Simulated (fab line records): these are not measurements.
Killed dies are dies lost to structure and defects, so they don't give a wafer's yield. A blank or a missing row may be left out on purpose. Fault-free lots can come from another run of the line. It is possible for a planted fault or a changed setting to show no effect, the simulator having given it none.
One fault through the eyes of 2 desks ; flow nand-harc ; what lay behind the numbers comes last; until then each desk has only its own

THE DEFECT DESK
Inspection counts along the route, by lot: the mean over sampled wafers that carry a number. If a lot's mean is further than 4 standard deviations from the usual mean, the lot is out of limits and carries the mark OUT (the distance appears in the brackets).
Columns: A = raw-defect-count at NHARC_P_M2_INSPECT_27, usual 313
lot;first seen here;A
L562;day 6 02:24;263
L563;day 6 18:23;333
L564;day 6 21:54;285
L565;day 7 02:06;234
L568;day 7 04:45;357
L566;day 7 09:25;384
L571;day 8 17:25;377
L572;day 8 21:08;280
L573;day 9 04:45;333
L580;day 10 19:50;547
L583;day 11 09:43;357
L582;day 11 10:53;238
L581;day 11 17:05;463
L584;day 11 17:46;269
L585;day 12 02:21;330
Finding of this desk: none of the 15 lots has anything out of limits.

THE TOOL OWNER'S DESK: pecvd-02
The tool's own readings at NHARC_P_M2_DEP_33 (deposits SiCN, target thk 30 nm): means of the sampled wafers that have a number, for each lot that ran on this tool. If a lot's mean is further than 4 standard deviations from the usual mean, the lot is out of limits and carries the mark OUT (the distance appears in the brackets).
Columns: A = chamber-pressure-Torr at NHARC_P_M2_DEP_33, usual 3.001 Torr; B = heater-power-outer-w at NHARC_P_M2_DEP_33, usual 304 W; C = heater-power-w at NHARC_P_M2_DEP_33, usual 565 W; D = rf-fwd-power-W at NHARC_P_M2_DEP_33, usual 448.9 W
lot;first seen here;A;B;C;D
L565;day 7 02:17;3.004;315;559;448.1
L583;day 11 09:57;2.994;233;466;449.7
Finding of this desk: none of the 2 lots has anything out of limits.

TAKEN TOGETHER
The defect desk saw nothing out of limits.
The desk of the tool owner found nothing out of limits.

WHAT THE SIMULATOR HAD INSERTED
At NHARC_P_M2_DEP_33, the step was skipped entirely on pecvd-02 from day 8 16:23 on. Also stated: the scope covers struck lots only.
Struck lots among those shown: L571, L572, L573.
